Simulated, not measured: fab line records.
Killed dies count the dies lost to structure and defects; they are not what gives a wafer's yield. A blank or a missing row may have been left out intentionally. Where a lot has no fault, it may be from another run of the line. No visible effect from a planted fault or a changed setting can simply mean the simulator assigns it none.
Split-lot experiment / flow n5 finfet / on a route of 1938 steps: 7 lots, 39 wafers read

== ON THE SPLIT ==
At N5_FIN_SAQP_ETCH_65 (etches SiO2 in CF4, target depth 4 nm, time 4.4 s), the setting time s was moved away from the recipe's 4.4 s on 12 of the 39 wafers read, by -57.8% to +44.5%. The other wafers ran this setting at the recipe's value.

The split's own step is where the reading is taken.

== THE READING ==
etch.depth nm (the simulator's own value, which no gauge read), in nm, at N5_FIN_SAQP_ETCH_65 (etches SiO2 in CF4, target depth 4 nm, time 4.4 s). The file does not state a usual value for it. Here, 27 wafers ran the recipe; their average is 4.010 nm with a standard deviation of 0.04 nm.

wafer=L080.1; tool, chamber at the split=rie si-04, 3; time s as run, s=5.496; against the recipe=+24.9%; etch.depth nm, nm=5.05; against lot-mates on the recipe=+1.040
wafer=L080.2; tool, chamber at the split=rie si-04, 1; time s as run, s=4.4; against the recipe=recipe; etch.depth nm, nm=4.036; against lot-mates on the recipe=-
wafer=L080.3; tool, chamber at the split=rie si-04, 2; time s as run, s=5.496; against the recipe=+24.9%; etch.depth nm, nm=5.032; against lot-mates on the recipe=+1.022
wafer=L080.4; tool, chamber at the split=rie si-04, 0; time s as run, s=5.496; against the recipe=+24.9%; etch.depth nm, nm=4.977; against lot-mates on the recipe=+0.967
wafer=L080.5; tool, chamber at the split=rie si-04, 1; time s as run, s=4.4; against the recipe=recipe; etch.depth nm, nm=3.993; against lot-mates on the recipe=-
wafer=L080.6; tool, chamber at the split=rie si-04, 0; time s as run, s=4.4; against the recipe=recipe; etch.depth nm, nm=4.002; against lot-mates on the recipe=-
wafer=L081.1; tool, chamber at the split=rie si-04, 0; time s as run, s=4.4; against the recipe=recipe; etch.depth nm, nm=3.986; against lot-mates on the recipe=-
wafer=L081.2; tool, chamber at the split=rie si-04, 2; time s as run, s=4.4; against the recipe=recipe; etch.depth nm, nm=4.016; against lot-mates on the recipe=-
wafer=L081.3; tool, chamber at the split=rie si-04, 3; time s as run, s=4.4; against the recipe=recipe; etch.depth nm, nm=4.042; against lot-mates on the recipe=-
wafer=L081.4; tool, chamber at the split=rie si-04, 1; time s as run, s=4.4; against the recipe=recipe; etch.depth nm, nm=4.014; against lot-mates on the recipe=-
wafer=L081.5; tool, chamber at the split=rie si-04, 3; time s as run, s=4.4; against the recipe=recipe; etch.depth nm, nm=4.039; against lot-mates on the recipe=-
wafer=L081.6; tool, chamber at the split=rie si-04, 0; time s as run, s=4.4; against the recipe=recipe; etch.depth nm, nm=3.998; against lot-mates on the recipe=-
wafer=L083.1; tool, chamber at the split=rie si-02, 2; time s as run, s=6.356; against the recipe=+44.5%; etch.depth nm, nm=5.773; against lot-mates on the recipe=+1.840
wafer=L083.2; tool, chamber at the split=rie si-02, 1; time s as run, s=4.4; against the recipe=recipe; etch.depth nm, nm=3.951; against lot-mates on the recipe=-
wafer=L083.3; tool, chamber at the split=rie si-02, 0; time s as run, s=6.356; against the recipe=+44.5%; etch.depth nm, nm=5.743; against lot-mates on the recipe=+1.810
wafer=L083.4; tool, chamber at the split=rie si-02, 3; time s as run, s=6.356; against the recipe=+44.5%; etch.depth nm, nm=5.666; against lot-mates on the recipe=+1.733
wafer=L083.5; tool, chamber at the split=rie si-02, 3; time s as run, s=4.4; against the recipe=recipe; etch.depth nm, nm=3.914; against lot-mates on the recipe=-
wafer=L083.6; tool, chamber at the split=rie si-02, 0; time s as run, s=4.4; against the recipe=recipe; etch.depth nm, nm=3.934; against lot-mates on the recipe=-
wafer=L085.1; tool, chamber at the split=rie si-04, 0; time s as run, s=1.859; against the recipe=-57.8%; etch.depth nm, nm=1.698; against lot-mates on the recipe=-2.370
wafer=L085.2; tool, chamber at the split=rie si-04, 3; time s as run, s=4.4; against the recipe=recipe; etch.depth nm, nm=4.059; against lot-mates on the recipe=-
wafer=L085.3; tool, chamber at the split=rie si-04, 2,3; time s as run, s=4.4; against the recipe=recipe; etch.depth nm, nm=4.072; against lot-mates on the recipe=-
wafer=L085.6; tool, chamber at the split=rie si-04, 2,3; time s as run, s=4.4; against the recipe=recipe; etch.depth nm, nm=4.072; against lot-mates on the recipe=-
wafer=L085.4; tool, chamber at the split=rie si-04, 1; time s as run, s=1.859; against the recipe=-57.8%; etch.depth nm, nm=1.706; against lot-mates on the recipe=-2.362
wafer=L085.5; tool, chamber at the split=rie si-04, 2; time s as run, s=1.859; against the recipe=-57.8%; etch.depth nm, nm=1.719; against lot-mates on the recipe=-2.349
wafer=L087.1; tool, chamber at the split=rie si-04, 1,3; time s as run, s=4.4; against the recipe=recipe; etch.depth nm, nm=4.029; against lot-mates on the recipe=-
wafer=L087.3; tool, chamber at the split=rie si-04, 1,3; time s as run, s=4.4; against the recipe=recipe; etch.depth nm, nm=4.029; against lot-mates on the recipe=-
wafer=L087.2; tool, chamber at the split=rie si-04, 2; time s as run, s=4.4; against the recipe=recipe; etch.depth nm, nm=4.007; against lot-mates on the recipe=-
wafer=L087.4; tool, chamber at the split=rie si-04, 0; time s as run, s=4.4; against the recipe=recipe; etch.depth nm, nm=3.999; against lot-mates on the recipe=-
wafer=L087.5; tool, chamber at the split=rie si-04, 1; time s as run, s=4.4; against the recipe=recipe; etch.depth nm, nm=4.05; against lot-mates on the recipe=-
wafer=L087.6; tool, chamber at the split=rie si-04, 2; time s as run, s=4.4; against the recipe=recipe; etch.depth nm, nm=4.014; against lot-mates on the recipe=-
wafer=L091.1; tool, chamber at the split=rie si-03, 2; time s as run, s=2.2; against the recipe=-50.0%; etch.depth nm, nm=1.989; against lot-mates on the recipe=-1.993
wafer=L091.2; tool, chamber at the split=rie si-03, 0; time s as run, s=2.2; against the recipe=-50.0%; etch.depth nm, nm=1.964; against lot-mates on the recipe=-2.018
wafer=L091.3; tool, chamber at the split=rie si-03, 3; time s as run, s=4.4; against the recipe=recipe; etch.depth nm, nm=3.931; against lot-mates on the recipe=-
wafer=L091.4; tool, chamber at the split=rie si-03, 1; time s as run, s=4.4; against the recipe=recipe; etch.depth nm, nm=3.993; against lot-mates on the recipe=-
wafer=L091.5; tool, chamber at the split=rie si-03, 3; time s as run, s=2.2; against the recipe=-50.0%; etch.depth nm, nm=1.955; against lot-mates on the recipe=-2.027
wafer=L091.6; tool, chamber at the split=rie si-03, 2; time s as run, s=4.4; against the recipe=recipe; etch.depth nm, nm=4.023; against lot-mates on the recipe=-
wafer=L092.1; tool, chamber at the split=rie si-02, 0; time s as run, s=4.4; against the recipe=recipe; etch.depth nm, nm=4.012; against lot-mates on the recipe=-
wafer=L092.4; tool, chamber at the split=rie si-02, 2; time s as run, s=4.4; against the recipe=recipe; etch.depth nm, nm=4.043; against lot-mates on the recipe=-
wafer=L092.6; tool, chamber at the split=rie si-02, 2; time s as run, s=4.4; against the recipe=recipe; etch.depth nm, nm=4.018; against lot-mates on the recipe=-
Rows listing several chambers each stand for several wafers; the file does not say which wafer went through which chamber.

FIT RESULTS
A straight line over all 39 wafers: etch.depth nm changes by +0.0399 nm for each +1% of time s; r = +1.00; the points scatter about the line by 0.043 nm.
The same after taking each lot's own level away (the mean of its wafers on the recipe; 39 wafers): +0.0405 nm for each +1%; r = +1.00; scatter 0.025 nm.
The reading moves by 2.3 nm for the largest change in time s, on that fit.
Across the lots, their own levels run from 3.9330 to 4.0677 nm, a range of 3.4 times the standard deviation given above.
Hence the lot-to-lot level has little effect on the slope; both slopes agree.
Check: for one of the wafers moved furthest among these (-57.8%), held out of the fit, the line's prediction against its lot-mates is -2.34 nm. It came out at -2.37 nm against them.

== THE FILE'S OWN FIT ==
etch.depth nm changes by +0.0405 nm for each +1% of time s, r = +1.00.
